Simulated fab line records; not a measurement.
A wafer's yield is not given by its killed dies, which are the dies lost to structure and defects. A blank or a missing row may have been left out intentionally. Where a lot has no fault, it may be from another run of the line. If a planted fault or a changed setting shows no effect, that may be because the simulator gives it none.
Which tool was responsible? | flow n5-finfet | Sampling: 12 lots, 36 wafers, 5 of 1938 route steps

WHAT THE GAUGES SHOWED, per wafer
The record holds no reading of a measuring or inspecting step that can be judged against a usual standard deviation.

WHAT TOOL EACH LOT RAN ON (gives the tool, then ch and the chambers of the sampled wafers, and finally the start)
lot  | N5_BEOL_M6_DEGAS_44          | N5_BEOL_M6_ANNEAL_51             | N5_BEOL_M6_DEP_56               | N5_BEOL_M7_COAT_60                | N5_PASSIVATION_PROBE_49
L396 | pvd-sputter-03, day 9 17:05  | rtp-anneal-01 ch 0, day 9 18:43  | pecvd-02 ch 0,1, day 9 19:22    | litho-track-03 ch 0, day 9 22:38  | prober-02, day 13 04:07
L397 | pvd-sputter-01, day 9 17:56  | rtp-anneal-02 ch 0, day 9 19:24  | pecvd-03 ch 0,1,2, day 9 20:04  | litho-track-03 ch 0, day 9 22:55  | -
L400 | pvd-sputter-01, day 10 12:43 | rtp-anneal-01 ch 0, day 10 13:45 | pecvd-03 ch 0,1, day 10 14:19   | litho-track-01 ch 0, day 10 17:51 | prober-01, day 13 19:28
L398 | pvd-sputter-03, day 10 13:13 | rtp-anneal-02 ch 0, day 10 14:32 | pecvd-04 ch 0,2, day 10 15:24   | litho-track-03 ch 0, day 10 17:59 | prober-02, day 14 12:17
L399 | pvd-sputter-01, day 10 23:50 | rtp-anneal-02 ch 0, day 11 01:13 | pecvd-02 ch 0,1, day 11 01:49   | litho-track-01 ch 0, day 11 05:14 | prober-01, day 14 15:59
L401 | pvd-sputter-01, day 11 11:23 | rtp-anneal-01 ch 0, day 11 12:20 | pecvd-02 ch 1,2, day 11 12:59   | litho-track-01 ch 0, day 11 14:10 | prober-01, day 14 23:19
L403 | pvd-sputter-02, day 11 19:12 | rtp-anneal-02 ch 0, day 11 22:07 | pecvd-03 ch 0,1,2, day 11 22:46 | litho-track-01 ch 0, day 12 00:12 | -
L402 | pvd-sputter-03, day 11 23:14 | rtp-anneal-01 ch 0, day 12 00:45 | pecvd-02 ch 1,2, day 12 01:25   | litho-track-02 ch 0, day 12 02:43 | -
L410 | pvd-sputter-03, day 13 13:20 | rtp-anneal-01 ch 0, day 13 14:44 | pecvd-02 ch 0,1,2, day 13 15:25 | litho-track-03 ch 0, day 13 16:58 | prober-01, day 17 06:22
L413 | pvd-sputter-01, day 14 09:41 | rtp-anneal-01 ch 0, day 14 12:19 | pecvd-04 ch 0,1,2, day 14 12:59 | litho-track-02 ch 0, day 14 14:30 | prober-02, day 18 14:37
L415 | pvd-sputter-03, day 14 14:13 | rtp-anneal-02 ch 0, day 14 18:05 | pecvd-03 ch 0,1, day 14 19:01   | litho-track-02 ch 0, day 14 20:31 | -
L418 | pvd-sputter-01, day 15 23:20 | rtp-anneal-01 ch 0, day 16 01:25 | pecvd-04 ch 0,1, day 16 02:02   | litho-track-02 ch 0, day 16 03:13 | -
- N5_BEOL_M6_DEGAS_44: time 60 s.
- N5_BEOL_M6_ANNEAL_51: time 90 s.
- N5_BEOL_M6_DEP_56: deposits SiCN from 3MS/NH3, target thk 10 nm, time 17.5 s.
- N5_BEOL_M7_COAT_60: time 60 s, resist thk 35 nm.
- N5_PASSIVATION_PROBE_49

WHAT THE TOOLS THEMSELVES READ (means of the sampled wafers that have a number; where no wafer has one, the mark that the record gives instead)
N5_BEOL_M6_DEGAS_44. Usual: 324 W for heater-power-w, sd 29.
lot  | tool           | heater-power-w (W) | flag
L396 | pvd-sputter-03 | 328                |
L397 | pvd-sputter-01 | 333                |
L400 | pvd-sputter-01 | 349                |
L398 | pvd-sputter-03 | 323                |
L399 | pvd-sputter-01 | 329                |
L401 | pvd-sputter-01 | 305                |
L403 | pvd-sputter-02 | 369                |
L402 | pvd-sputter-03 | 299                |
L410 | pvd-sputter-03 | 312                |
L413 | pvd-sputter-01 | 328                |
L415 | pvd-sputter-03 | 329                |
L418 | pvd-sputter-01 | 310                |

N5_BEOL_M6_ANNEAL_51. Usual: 226.2 for wafer_temp_C_max, sd 0.38.
lot  | tool          | wafer_temp_C_max | flag
L396 | rtp-anneal-01 | 225.9            |
L397 | rtp-anneal-02 | 226.4            |
L400 | rtp-anneal-01 | 226.0            |
L398 | rtp-anneal-02 | 226.8            |
L399 | rtp-anneal-02 | 226.7            |
L401 | rtp-anneal-01 | 225.7            |
L403 | rtp-anneal-02 | 226.6            |
L402 | rtp-anneal-01 | 225.8            |
L410 | rtp-anneal-01 | 225.9            |
L413 | rtp-anneal-01 | 225.7            |
L415 | rtp-anneal-02 | 226.5            |
L418 | rtp-anneal-01 | 226.3            |

N5_BEOL_M6_DEP_56. Usual: rf-fwd-power-W 199.7 W, standard deviation 0.91; showerhead-plenum-p-Torr 3.667 Torr, standard deviation 0.013; throttle-valve-pct 9.2 %, standard deviation 0.74.
lot  | tool     | rf-fwd-power-W (W) | showerhead-plenum-p-Torr (Torr) | throttle-valve-pct (%) | flag
L396 | pecvd-02 | 200.5              | 3.662                           | 9.9                    |
L397 | pecvd-03 | 199.6              | 3.668                           | 9.1                    |
L400 | pecvd-03 | 199.2              | 3.674                           | 9.8                    |
L398 | pecvd-04 | 199.4              | 3.652                           | 9.0                    |
L399 | pecvd-02 | 200.5              | 3.657                           | 9.7                    |
L401 | pecvd-02 | 199.7              | 3.669                           | 9.8                    |
L403 | pecvd-03 | 200.0              | 3.665                           | 9.3                    |
L402 | pecvd-02 | 199.1              | 3.671                           | 9.5                    |
L410 | pecvd-02 | 199.2              | 3.663                           | 9.0                    |
L413 | pecvd-04 | 200.0              | 3.674                           | 9.0                    |
L415 | pecvd-03 | 199.0              | 3.671                           | 9.9                    |
L418 | pecvd-04 | 199.6              | 3.680                           | 9.4                    |

N5_BEOL_M7_COAT_60. Usual: plate-temp-C 220.01 C, standard deviation 0.16; spin-speed-rpm 1500.0 rpm, standard deviation 1.1.
lot  | tool           | plate-temp-C (C) | spin-speed-rpm (rpm) | flag
L396 | litho-track-03 | 220.12           | 1500.1               |
L397 | litho-track-03 | 220.09           | 1498.7               |
L400 | litho-track-01 | 219.93           | 1500.5               |
L398 | litho-track-03 | 220.10           | 1499.1               |
L399 | litho-track-01 | 220.06           | 1500.8               |
L401 | litho-track-01 | 220.01           | 1590.2               | OFF
L403 | litho-track-01 | 220.07           | 1591.9               | OFF
L402 | litho-track-02 | 219.99           | 1500.9               |
L410 | litho-track-03 | 219.81           | 1498.4               |
L413 | litho-track-02 | 220.18           | 1499.9               |
L415 | litho-track-02 | 220.09           | 1499.5               |
L418 | litho-track-02 | 219.99           | 1501.0               |

N5_PASSIVATION_PROBE_49. Usual: defect-limited-yield 91.0 %, standard deviation 1.5; killed_at_M0_to_M3 37, standard deviation 12; killed_at_M4_up 13, standard deviation 5; killed-at-contacts 13, standard deviation 6.1; killed-at-front-end 39, standard deviation 11; killed-at-other 4, standard deviation 3.2; killed-dies 106, standard deviation 17; killed-open 69, standard deviation 12; killed-short 35, standard deviation 7.9; sort_bin_5_function 5.3 %, standard deviation 1; sort_bin_6_memory 3.3 %, standard deviation 0.68; sort-n-pass 1074, standard deviation 17; sort-yield-pct 91.0 %, standard deviation 1.5.
lot  | tool      | defect-limited-yield (%) | killed_at_M0_to_M3 | killed_at_M4_up | killed-at-contacts | killed-at-front-end | killed-at-other | killed-dies | killed-open | killed-short | sort_bin_5_function (%) | sort_bin_6_memory (%) | sort-n-pass | sort-yield-pct (%) | flag
L396 | prober-02 | 91.0                     | 36                 | 11              | 10                 | 44                  | 5               | 107         | 70          | 34           | 4.9                     | 3.6                   | 1073        | 91.0               |
L400 | prober-01 | 91.7                     | 35                 | 14              | 10                 | 28                  | 10              | 98          | 63          | 31           | 5.0                     | 3.0                   | 1082        | 91.7               |
L398 | prober-02 | 91.6                     | 32                 | 16              | 15                 | 32                  | 3               | 99          | 65          | 34           | 4.9                     | 3.0                   | 1081        | 91.6               |
L399 | prober-01 | 89.1                     | 32                 | 14              | 29                 | 51                  | 2               | 128         | 83          | 43           | 6.7                     | 3.6                   | 1052        | 89.1               |
L401 | prober-01 | 89.2                     | 64                 | 17              | 9                  | 35                  | 2               | 127         | 78          | 49           | 6.3                     | 3.9                   | 1053        | 89.2               |
L410 | prober-01 | 90.2                     | 42                 | 15              | 11                 | 39                  | 7               | 115         | 69          | 43           | 5.8                     | 3.6                   | 1065        | 90.2               |
L413 | prober-02 | 92.5                     | 28                 | 9               | 9                  | 42                  | 1               | 89          | 54          | 28           | 3.7                     | 3.2                   | 1091        | 92.5               |

THE ANSWER, worked out from the rows above alone
Rule: a lot counts as off when the mean over its wafers that have a number is more than 3 standard deviations away from the usual mean. Also off: a lot with no number at a reading for which 4 or more lots have one. The other lots that the step has rows for count as sound. Order of review: gauges by route order, followed by the tools' own readings, for which a lot's mean as printed above is used. The first step at which some lot is off is used, and at that step the reading that is off furthest; a lot without a number counts as furthest.
Off, at N5_BEOL_M7_COAT_60 on spin-speed-rpm: L401, L403.
A tool fits if, at that step or a process step before it, it ran every lot that is off, and no sound lot after the first of them. One fits: N5_BEOL_M7_COAT_60 on litho-track-01. Its last sound lot is L399 (day 11 05:14), its first lot that is off L401 (day 11 14:10): a fault that began between those two fits.
The tool's own readings at N5_BEOL_M7_COAT_60 bear it out: on the lots that are off they differ by more than 5 times the standard deviation of the sound lots' means. spin-speed-rpm reads 1591.1 rpm there against 1499.9 rpm on the sound lots.

WHAT THE SIMULATOR HAD PUT IN
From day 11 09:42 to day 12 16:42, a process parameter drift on litho-track-01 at N5_BEOL_M7_COAT_60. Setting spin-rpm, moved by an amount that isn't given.
Struck lots among those shown: L401, L403. The same result came from the rule above.
